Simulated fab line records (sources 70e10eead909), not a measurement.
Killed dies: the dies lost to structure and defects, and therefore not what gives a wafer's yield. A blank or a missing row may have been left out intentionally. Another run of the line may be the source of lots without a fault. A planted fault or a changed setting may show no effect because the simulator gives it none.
Matching of chambers || flow nandHarc || rieDiel-09 running NHARC_P_GATE_DESCUM_31: 4 sister chambers
The step chemistry O2, time 3 s. 8 wafers are shown with their chamber, then 7 later ones without.

== WAFERS PAIRED WITH THEIR CHAMBERS ==
{"wafer": "L078.1", "chamber": 1, "drypumpMotorCurrentA (A)": 4.9, "rfVppV (V)": 57.9}
{"wafer": "L078.2", "chamber": 2, "drypumpMotorCurrentA (A)": 5.8, "rfVppV (V)": 58.8}
{"wafer": "L081.2", "chamber": 1, "drypumpMotorCurrentA (A)": 4.9, "rfVppV (V)": 58.1}
{"wafer": "L083.2", "chamber": 3, "drypumpMotorCurrentA (A)": 6.1, "rfVppV (V)": 56.9}
{"wafer": "L083.4", "chamber": 2, "drypumpMotorCurrentA (A)": 5.8, "rfVppV (V)": 58.7}
{"wafer": "L083.6", "chamber": 0, "drypumpMotorCurrentA (A)": 6.6, "rfVppV (V)": 56.9}
{"wafer": "L084.2", "chamber": 0, "drypumpMotorCurrentA (A)": 6.6, "rfVppV (V)": 57.7}
{"wafer": "L084.4", "chamber": 3, "drypumpMotorCurrentA (A)": 6.0, "rfVppV (V)": 57.3}

== WAFERS MISSING THEIR CHAMBER ==
{"wafer": "L084.6", "drypumpMotorCurrentA (A)": 6.6, "rfVppV (V)": 57.1}
{"wafer": "L093.3", "drypumpMotorCurrentA (A)": 4.9, "rfVppV (V)": 58.7}
{"wafer": "L093.4", "drypumpMotorCurrentA (A)": 5.8, "rfVppV (V)": 59.4}
{"wafer": "L093.5", "drypumpMotorCurrentA (A)": 6.6, "rfVppV (V)": 57.1}
{"wafer": "L095.2", "drypumpMotorCurrentA (A)": 5.8, "rfVppV (V)": 56.3}
{"wafer": "L095.3", "drypumpMotorCurrentA (A)": 4.9, "rfVppV (V)": 57.7}
{"wafer": "L095.5", "drypumpMotorCurrentA (A)": 6.1, "rfVppV (V)": 57.8}

== WHICH CHAMBER EACH ONE RAN IN ==
{"wafer": "L084.6", "from the rows above": 0, "in truth": 0}
{"wafer": "L093.3", "from the rows above": 1, "in truth": 1}
{"wafer": "L093.4", "from the rows above": 2, "in truth": 2}
{"wafer": "L093.5", "from the rows above": 0, "in truth": 0}
{"wafer": "L095.2", "from the rows above": "can't be placed: 3 or 2", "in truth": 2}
{"wafer": "L095.3", "from the rows above": 1, "in truth": 1}
{"wafer": "L095.5", "from the rows above": 3, "in truth": 3}
6 of 7 placed correctly. These rows do not allow placing 1 (true chamber among the candidates in 1). 0 placed wrongly.
How it was worked out, from the rows above alone: a wafer's distance from a chamber is the root of the sum, over the readings, of the square of ((its reading less the chamber's mean) divided by the reading's scatter). If the next closest chamber is less than 2 further off than the closest, the wafer can't be placed; otherwise it belongs to the closest. A chamber's mean is the mean of its shown wafers. The scatter: the root of (the sum of the squares of (reading less its chamber's mean) over the shown wafers, divided by (wafers less chambers)).
